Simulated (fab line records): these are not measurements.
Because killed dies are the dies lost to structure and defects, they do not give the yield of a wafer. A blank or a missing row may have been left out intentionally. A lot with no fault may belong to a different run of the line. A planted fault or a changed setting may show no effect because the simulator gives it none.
8D (eight disciplines) problem report, filled in by code + flow nandHarc + the parts of the form that need people (team, actions taken, sign-off) are left out

## 1. THE PROBLEM
At NHARC_A_CHANNEL_HOLE_D1_INSPECT_40, rawDefectCount averages 637 over 3 wafers from 2 lots, while fault-free wafers read 74, standard deviation 24. Relative to the usual mean, that is a shift of +23 standard deviations.
Seen first at day 14 21:34 on defectInspect-01, wafer L544.3. At this step, 18 wafers from 6 lots have a number in the record. Rule for "out" (also "out of limits"): further than 4 standard deviations from the usual mean. Any other wafer with a number is counted as sound.

## 2. WHAT IT IS, WHAT IT ISN'T
| question                    | is                     | is not                                                                                |
|-----------------------------|------------------------|---------------------------------------------------------------------------------------|
| which readings at this step | rawDefectCount         | -                                                                                     |
| which lots                  | L544, L546             | L535, L545, L548, L552                                                                |
| which wafers of those lots  | L544.3, L546.3, L546.6 | L544.1, L544.4, L546.1                                                                |
| read on which gauges        | defectInspect-01       | defectInspect-02                                                                      |
| when                        | from day 14 21:34      | up to then (5 sound wafers); but 10 sound wafers of L545, L546, L548, L552 came after |

## 3. THE SUSPECTS, EACH WITH WHAT RULES IT OUT
Counting: if a tool at a process step up to the reading ran every lot that is out, it stays a suspect. Sound lots after the first of them don't rule it out here, since some wafers of a struck lot are sound.
- the gauge at NHARC_A_CHANNEL_HOLE_D1_INSPECT_40: kept. All the wafers that are out were read on defectInspect-01, and no step on other tools shows them out.
- harEtch-02 at NHARC_A_CHANNEL_HOLE_D1_ETCH_23 (etches the open film in C4F8/O2/Ar, time 819 s, target depth 1600 nm): kept. It ran every lot that is out, first L544 (day 14 17:18).
- harEtch-02 at NHARC_A_CHANNEL_HOLE_D1_ETCH_25 (etches the open film in C4F8/O2/Ar, time 1040.2 s, target depth 1500 nm): kept. It ran every lot that is out, first L544 (day 14 18:46).
- harEtch-02 at NHARC_A_CHANNEL_HOLE_D1_ETCH_26 (etches the open film in C4F8/O2/Ar, time 224.1 s, target depth 300 nm): kept. It ran every lot that is out, first L544 (day 14 19:38).
- harEtch-02 at NHARC_A_CHANNEL_HOLE_D1_ETCH_33 (etches the open film in C4F8/O2/Ar, time 90 s, target depth 400 nm): kept. It ran every lot that is out, first L544 (day 14 19:50).
- At NHARC_A_CHANNEL_HOLE_D1_ETCH_23 on harEtch-02, chamber 1 took the sound wafers of the same lots and chamber 0 took the wafers that are out.
- At NHARC_A_CHANNEL_HOLE_D1_ETCH_25 on harEtch-02, chamber 1 took the sound wafers of the same lots and chamber 0 took the wafers that are out.
- At NHARC_A_CHANNEL_HOLE_D1_ETCH_26 on harEtch-02, chamber 1 took the sound wafers of the same lots and chamber 0 took the wafers that are out.
- At NHARC_A_CHANNEL_HOLE_D1_ETCH_33 on harEtch-02, chamber 1 took the sound wafers of the same lots and chamber 0 took the wafers that are out.
Left after counting: harEtch-02 at NHARC_A_CHANNEL_HOLE_D1_ETCH_23, harEtch-02 at NHARC_A_CHANNEL_HOLE_D1_ETCH_25, harEtch-02 at NHARC_A_CHANNEL_HOLE_D1_ETCH_26, harEtch-02 at NHARC_A_CHANNEL_HOLE_D1_ETCH_33, defectInspect-01 at NHARC_A_CHANNEL_HOLE_D1_INSPECT_40.

## 4. THE CAUSE (what the simulator had put in)
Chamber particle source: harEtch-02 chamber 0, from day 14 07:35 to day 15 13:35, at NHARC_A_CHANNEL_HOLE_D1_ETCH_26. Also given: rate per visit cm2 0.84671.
After counting, 5 suspects remain, this tool included.

## 5. THE CHAIN OF EFFECTS, in route order
Each row: a reading whose mean over the struck wafers that have a number lies more than 3 standard deviations from the usual. Only readings whose record carries a usual standard deviation are examined. hours: median over the lots of the time between each lot's start at the first step of this table that gives one and its start at this step. sigmas: the change, counted in usual standard deviations.
| hours | step                               | reading        | usual | on struck wafers | change | sigmas |
|-------|------------------------------------|----------------|-------|------------------|--------|--------|
| 0     | NHARC_A_CHANNEL_HOLE_D1_INSPECT_40 | rawDefectCount | 74    | 637              | +563   | +23    |
Later measuring or inspecting steps at which every struck wafer that the step has a row for has a number for every such reading, and none has moved that far: NHARC_END_SORT_01.

## 6. HOW IT WOULD HAVE BEEN CAUGHT EARLIER
14 hours passed between the start of the fault at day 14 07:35 and the first reading out of limits at a measuring or inspecting step in this record, taken at day 14 21:34.
Of the tool readings at NHARC_A_CHANNEL_HOLE_D1_ETCH_26 for which the record gives a usual standard deviation, none was out on any struck wafer, so an alarm limit of 4 standard deviations on them would not have fired.
L546, from the lots that are out (2), started NHARC_A_CHANNEL_HOLE_D1_ETCH_26 on harEtch-02 later than day 14 21:34. A hold on the tool at that time would have spared it.
